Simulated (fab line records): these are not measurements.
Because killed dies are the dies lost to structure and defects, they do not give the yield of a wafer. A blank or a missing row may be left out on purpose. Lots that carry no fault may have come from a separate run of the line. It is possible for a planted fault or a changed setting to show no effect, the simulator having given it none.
Split-lot experiment    flow n5Finfet    7 lots, 21 wafers read, on a route of 1938 steps

## ON THE SPLIT
At N5_BEOL_M6_VIA_ETCH_34 (etches SiCOH lowk in C4F6/O2, target depth 126.3 nm, time 50.9 s), the setting timeS was moved away from the recipe's 50.9 s on 7 of the 21 wafers read, by -17.7% to +21.3%. The other wafers ran this setting at the recipe's value.

The reading is taken at the split's own step.

## THE READING
SOC_of_BEOL_M6_COAT_63.thkNm (the simulator's own value, which no gauge read), in nm, at N5_BEOL_M6_VIA_ETCH_34 (etches SiCOH lowk in C4F6/O2, target depth 126.3 nm, time 50.9 s). The file gives no usual value for it. Across the 14 wafers here that went through the recipe, the average is 53.9 nm and the standard deviation 0.26 nm.

wafer   tool, chamber at the split  timeS as run, s  against the recipe  SOC_of_BEOL_M6_COAT_63.thkNm, nm  against lot-mates on the recipe
L076.1  rieDiel-01, 0               50.9             recipe              53.6                              -
L076.4  rieDiel-01, 1               54.59            +7.2%               53                                -0.6
L076.5  rieDiel-01, 2               54.59            +7.2%               53.2                              -0.4
L078.2  rieDiel-04, 3               50.9             recipe              54                                -
L078.5  rieDiel-04, 1               50.9             recipe              54                                -
L078.6  rieDiel-04, 0               50.9             recipe              53.4                              -
L079.2  rieDiel-02, 2               60.11            +18.1%              52.6                              -1.0
L079.3  rieDiel-02, 0               50.9             recipe              53.6                              -
L079.5  rieDiel-02, 3               60.11            +18.1%              53                                -0.6
L082.2  rieDiel-01, 2               59.16            +16.2%              52.8                              -1.0
L082.4  rieDiel-01, 0               50.9             recipe              54                                -
L082.6  rieDiel-01, 1               50.9             recipe              53.6                              -
L086.1  rieDiel-04, 2               50.9             recipe              53.8                              -
L086.5  rieDiel-04, 1               50.9             recipe              54.2                              -
L086.6  rieDiel-04, 2               41.89            -17.7%              55.2                              +1.2
L089.4  rieDiel-01, 0               50.9             recipe              54.4                              -
L089.5  rieDiel-01, 1               50.9             recipe              54                                -
L089.6  rieDiel-01, 0               61.74            +21.3%              53                                -1.2
L094.2  rieDiel-02, 0               50.9             recipe              53.8                              -
L094.3  rieDiel-02, 1               50.9             recipe              53.8                              -
L094.4  rieDiel-02, 2               50.9             recipe              53.8                              -

FIT RESULTS
A straight line over all 21 wafers: SOC_of_BEOL_M6_COAT_63.thkNm changes by -0.0607 nm for each +1% of timeS; r = -0.89; the points scatter about the line by 0.28 nm.
The same after taking each lot's own level away (the mean of its wafers on the recipe; 21 wafers): -0.0561 nm for each +1%; r = -0.93; scatter 0.2 nm.
The reading moves by 1.2 nm for the largest change in timeS, on that fit.
The lots' own levels span 53.60 to 54.20 nm, that is 2.3 times the standard deviation above.
The two slopes are in agreement: the lot-to-lot level therefore moves the slope only a little.
Check: -1.17 nm against its lot-mates is what the line predicts for one of the wafers moved furthest among these (+21.3%) when that wafer is left out of the fit. It came out at -1.2 nm against them.

## THESE WAFERS: OTHER SPLITS
Other splits were also applied to these wafers ahead of the reading. Each is held against what the fit with the lots' levels taken away leaves over:
other split on the same wafers   wafers away from the commonest value  r with SOC_of_BEOL_M6_COAT_63.thkNm (lot level and that fit taken away)
N5_BEOL_M5_TRENCH_ETCH_37 timeS  6                                     +0.14
N5_BEOL_M5_ETCH_41 sourceW       8                                     +0.09
N5_BEOL_M6_ETCH_66 sourceW       10                                    +0.35

## THE WHOLE CHAIN: every reading that the file lists as answering this split, in the file's order
step                    what it does                                                      reading                                                                        change (the file's fit)                 r (the file's)
N5_BEOL_M6_VIA_ETCH_34  etches SiCOH lowk in C4F6/O2, target depth 126.3 nm, time 50.9 s  etch.depthNm (the simulator's own value, which no gauge read)                  +1.16 nm for each +1% of the setting    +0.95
N5_BEOL_M6_VIA_ETCH_34  etches SiCOH lowk in C4F6/O2, target depth 126.3 nm, time 50.9 s  SOC_of_BEOL_M6_COAT_63.thkNm (the simulator's own value, which no gauge read)  -0.0575 nm for each +1% of the setting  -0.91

## THE FILE'S OWN FIT
SOC_of_BEOL_M6_COAT_63.thkNm changes by -0.0575 nm for each +1% of timeS, r = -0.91.
